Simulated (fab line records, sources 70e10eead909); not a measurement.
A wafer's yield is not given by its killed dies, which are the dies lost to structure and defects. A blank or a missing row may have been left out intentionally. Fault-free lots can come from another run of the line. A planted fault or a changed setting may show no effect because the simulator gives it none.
Chamber matching + flow nandHarc + 4 sister chambers for NHARC_A_STAIRCASE_TRIM_187 on rieDiel-11
The step chemistry O2, time 211.2 s. 20 wafers are shown with their chamber, then 10 later ones without.

## WAFERS WITH THEIR CHAMBER
| wafer  | chamber | drypumpMotorCurrentA (A) | showerheadPlenumPTorr (Torr) | oesProductAu (a.u.) |
|--------|---------|--------------------------|------------------------------|---------------------|
| L076.4 | 0       | 6.0                      | 3.53                         | 1.009               |
| L076.5 | 2       | 6.0                      | 3.64                         | 1.005               |
| L076.6 | 3       | 5.0                      | 3.50                         | 1.000               |
| L078.2 | 1       | 5.3                      | 3.36                         | 0.999               |
| L078.4 | 2       | 6.0                      | 3.64                         | 1.009               |
| L078.5 | 2       | 6.0                      | 3.64                         | 0.999               |
| L077.1 | 0       | 6.0                      | 3.53                         | 1.011               |
| L077.3 | 2       | 6.0                      | 3.64                         | 0.998               |
| L077.5 | 0       | 6.0                      | 3.53                         | 1.012               |
| L079.4 | 0       | 6.0                      | 3.52                         | 1.006               |
| L079.5 | 0       | 6.0                      | 3.52                         | 1.007               |
| L079.6 | 3       | 5.0                      | 3.50                         | 0.993               |
| L082.1 | 1       | 5.4                      | 3.36                         | 1.002               |
| L082.2 | 3       | 5.0                      | 3.49                         | 0.997               |
| L082.4 | 2       | 6.0                      | 3.63                         | 1.014               |
| L081.1 | 1       | 5.3                      | 3.36                         | 1.009               |
| L081.3 | 3       | 5.0                      | 3.49                         | 1.000               |
| L081.6 | 1       | 5.3                      | 3.36                         | 1.013               |
| L084.1 | 0       | 6.0                      | 3.52                         | 1.014               |
| L084.2 | 2       | 6.0                      | 3.63                         | 1.004               |

SIGNATURES (means of the wafers above)
| reading               | chamber 0 | chamber 1 | chamber 2 | chamber 3 | scatter within a chamber |
|-----------------------|-----------|-----------|-----------|-----------|--------------------------|
| drypumpMotorCurrentA  | 6.000     | 5.325     | 6.000     | 5.000     | 0.0217                   |
| showerheadPlenumPTorr | 3.5250    | 3.3600    | 3.6367    | 3.4950    | 0.00489                  |
| oesProductAu          | 1.00983   | 1.00575   | 1.00483   | 0.99750   | 0.00491                  |
Rule: a wafer lies at a distance from a chamber equal to the root of the sum of squares, over the readings, of (its reading less the chamber's mean, divided by the reading's scatter). If the next closest chamber is less than 2 further off than the closest, the wafer can't be placed; otherwise it belongs to the closest. How the scatter is found: for the shown wafers, subtract from each reading the mean of its chamber, square and add these, divide the total by (wafers less chambers), then take the root.

## WAFERS WITHOUT THEIR CHAMBER
| wafer  | drypumpMotorCurrentA (A) | showerheadPlenumPTorr (Torr) | oesProductAu (a.u.) |
|--------|--------------------------|------------------------------|---------------------|
| L084.3 | 5.3                      | 3.36                         | 0.997               |
| L090.1 | 5.0                      | 3.48                         | 0.999               |
| L090.5 | 6.0                      | 3.51                         | 0.997               |
| L090.6 | 5.4                      | 3.35                         | 1.005               |
| L092.1 | 6.0                      | 3.51                         | 1.003               |
| L092.3 | 5.3                      | 3.35                         | 1.005               |
| L092.5 | 6.0                      | 3.51                         | 1.006               |
| L094.2 | 6.0                      | 3.51                         | 1.000               |
| L094.4 | 6.0                      | 3.62                         | 1.003               |
| L094.5 | 5.0                      | 3.48                         | 0.993               |

## CHAMBER TAKEN BY EACH
| wafer  | from the rows above | in truth |
|--------|---------------------|----------|
| L084.3 | 1                   | 1        |
| L090.1 | 3                   | 3        |
| L090.5 | 0                   | 0        |
| L090.6 | 1                   | 1        |
| L092.1 | 0                   | 0        |
| L092.3 | 1                   | 1        |
| L092.5 | 0                   | 0        |
| L094.2 | 0                   | 0        |
| L094.4 | 2                   | 2        |
| L094.5 | 3                   | 3        |
10 of 10 placed correctly. Left unplaced by these rows: 0. 0 placed wrongly.
